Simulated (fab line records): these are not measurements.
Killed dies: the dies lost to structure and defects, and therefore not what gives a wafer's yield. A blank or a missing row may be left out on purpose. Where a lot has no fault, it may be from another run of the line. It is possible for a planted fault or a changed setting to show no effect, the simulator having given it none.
Problem report, 8D (eight disciplines) form, completed by code ; flow n5_finfet ; the parts of the form that need people (team, actions taken, sign-off) are left out

== 1. PROBLEM STATEMENT ==
At N5_BEOL_M3_COAT_68, spin_speed_rpm averages 1770.2 rpm over 6 wafers from 2 lots, while fault-free wafers read 1500.1 rpm, standard deviation 1. That is +99 or more standard deviations from the usual mean.
The step: time 60 s, resist thk 12 nm.
First observed at day 12 21:32: wafer L111.1, on litho_track-02. The record has a number at this step for 27 wafers belonging to 10 lots. By rule, "out" or "out of limits" means more than 4 standard deviations away from the usual mean. The other wafers with a number count as sound.

== 2. WHAT IT IS, AND WHAT IT ISN'T ==
question;is;is not
which readings at this step;spin_speed_rpm;dispense_pressure_kPa
which lots;L111, L112;L100, L103, L104, L106, L113, L991, L995, L997
which wafers of those lots;all that have a number;-
read on which tools;litho_track-02;litho_track-01, litho_track-04
when;from day 12 21:32;"up to then (18 sound wafers); but 3 sound wafers of L113 came after"

== 3. THE SUSPECTS, EACH WITH WHAT RULES IT OUT ==
Counting: any tool at a process step up to the reading is kept as a suspect provided that every lot that is out went through it and no sound lot did after the first of them.
- cvd_co-02 at N5_BEOL_M2_CO_CAP_55 (material Co, precursor CCTBA/H2, target thk 2 nm, time 102.1 s): ruled out as a lasting fault. After its first lot that is out, L111 (day 12 19:10), sound lots L113 ran on it.
- rie_diel-03 at N5_BEOL_M3_STRIP_66 (strips in CF4): ruled out as a lasting fault. After its first lot that is out, L111 (day 12 21:16), sound lots L113 ran on it.
- litho_track-02 at N5_BEOL_M3_COAT_68 (time 60 s, resist thk 12 nm): kept. Every lot that is out went through it, starting with L111 (day 12 21:32), and after that it ran no sound lot; the last sound lot it ran before then is L103 (day 10 06:02). Its own spin_speed_rpm readings are out on those wafers.
Left after counting: litho_track-02 at N5_BEOL_M3_COAT_68.

== 4. THE CAUSE (what the simulator had put in) ==
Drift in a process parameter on litho_track-02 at N5_BEOL_M3_COAT_68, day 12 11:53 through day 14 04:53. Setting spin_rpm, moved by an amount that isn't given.
After counting, this tool was the only one left.

== 5. THE EFFECT CHAIN, in route order ==
Each row: a reading where the mean over the struck wafers with a number is more than 3 standard deviations away from the usual. Only readings for which the record gives a usual standard deviation are gone through. hours: the time from each lot's start at the first step in this table that gives one to its start at this step, as a median over the lots. sigmas: the change in usual standard deviations.
hours;step;reading;usual;on struck wafers;change;sigmas
0;N5_BEOL_M3_COAT_68;spin_speed_rpm;1500.1 rpm;1770.2;+270.1;+99 or more
Process steps it contains:
- N5_BEOL_M3_COAT_68: time 60 s, resist thk 12 nm.
Later steps that measure or inspect, where all struck wafers having a row at the step show a number for every such reading and not one has moved that far: N5_BEOL_M4_RC_MEAS_101.

== 6. HOW IT WOULD HAVE BEEN CAUGHT EARLIER ==
In this record the first reading out of limits was taken at day 12 21:32, 10 hours after the fault began at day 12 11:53.
